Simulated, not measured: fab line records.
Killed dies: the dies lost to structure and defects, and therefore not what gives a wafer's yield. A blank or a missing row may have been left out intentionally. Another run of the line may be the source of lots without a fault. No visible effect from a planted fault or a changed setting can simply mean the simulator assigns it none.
Which tool did it? / flow nand_harc / 12 lots, 36 wafers sampled, at 2 steps of a route of 1302

## WHAT EACH GAUGE READ, for each wafer
NHARC_A_ONON_D1_THK_MEAS_34: measures by ellipsometry.
lot=L228; measured=day 8 06:22; on=film_metro-01; thk_nm (nm)=202.5 201.2 201.8
lot=L229; measured=day 8 17:31; on=film_metro-01; thk_nm (nm)=202.4 200.1 201.7
lot=L235; measured=day 11 12:41; on=film_metro-02; thk_nm (nm)=200.1 199.2 203.1
lot=L236; measured=day 12 00:05; on=film_metro-02; thk_nm (nm)=201.7 200.6 204.2
lot=L242; measured=day 14 05:50; on=film_metro-01; thk_nm (nm)=198.7 199.1 203.8
lot=L244; measured=day 14 14:40; on=film_metro-01; thk_nm (nm)=197.0 197.8 202.9
lot=L246; measured=day 15 20:07; on=film_metro-01; thk_nm (nm)=201.4 201.7 207.6
lot=L248; measured=day 16 12:12; on=film_metro-02; thk_nm (nm)=198.7 198.0 198.4
lot=L247; measured=day 16 12:12; on=film_metro-01; thk_nm (nm)=198.4 195.8 202.2
lot=L249; measured=day 17 02:24; on=film_metro-01; thk_nm (nm)=203.2 198.6 202.2
lot=L250; measured=day 17 18:49; on=film_metro-01; thk_nm (nm)=199.1 201.2 202.8
lot=L251; measured=day 17 18:49; on=film_metro-02; thk_nm (nm)=195.8 196.3 203.4

NHARC_A_ONON_D1_INSPECT_32.
lot=L228; measured=day 8 06:27; on=defect_inspect-01; raw_defect_count=78 94 81
lot=L229; measured=day 8 17:34; on=defect_inspect-02; raw_defect_count=60 69 44
lot=L235; measured=day 11 12:44; on=defect_inspect-01; raw_defect_count=40 47 77
lot=L236; measured=day 12 00:08; on=defect_inspect-02; raw_defect_count=60 72 80
lot=L242; measured=day 14 05:53; on=defect_inspect-02; raw_defect_count=63 100 90
lot=L244; measured=day 14 14:46; on=defect_inspect-01; raw_defect_count=65 70 62
lot=L246; measured=day 15 20:12; on=defect_inspect-02; raw_defect_count=98 52 43
lot=L248; measured=day 16 12:16; on=defect_inspect-01; raw_defect_count=95 70 80
lot=L247; measured=day 16 12:16; on=defect_inspect-02; raw_defect_count=70 40 31
lot=L249; measured=day 17 02:28; on=defect_inspect-02; raw_defect_count=36 82 62
lot=L250; measured=day 17 18:52; on=defect_inspect-01; raw_defect_count=73 65 56
lot=L251; measured=day 17 18:52; on=defect_inspect-01; raw_defect_count=62 35 63

## TOOL THAT RAN EACH LOT (tool first, then ch and the chambers of the sampled wafers, then the start)
The record holds no process step before these readings.

## AS READ BY THE TOOLS THEMSELVES (means over the sampled wafers that have a number; for cases with no such wafer, the mark the record gives instead)
The record holds no such reading with a usual standard deviation.

## THE ANSWER, worked out from the rows above alone
Rule: usual is defined by the lots themselves. The widest of any qualifying gaps counts: lots, ordered by their means at a reading, are off when they make up no more than a third of the lots, leave a main group of 4 or more, and stand apart from it by 3 or more times the standard deviation of that group's means. A main group whose means are all the same, to the digits that the tables above print for the reading, isn't used. A lot without any number at a reading at which 4 lots or more have one is off too. Where the step has rows for the other lots, those lots are counted as sound. After the gauges, taken in route order, come the tools' own readings; for these a lot's mean is taken, as printed above. At the first step where some lot is off, the reading lying furthest off is the one used; lots without a number count as furthest.
Nothing can be told from this: no lot is off at any reading shown.

## WHAT THE SIMULATOR HAD PUT IN
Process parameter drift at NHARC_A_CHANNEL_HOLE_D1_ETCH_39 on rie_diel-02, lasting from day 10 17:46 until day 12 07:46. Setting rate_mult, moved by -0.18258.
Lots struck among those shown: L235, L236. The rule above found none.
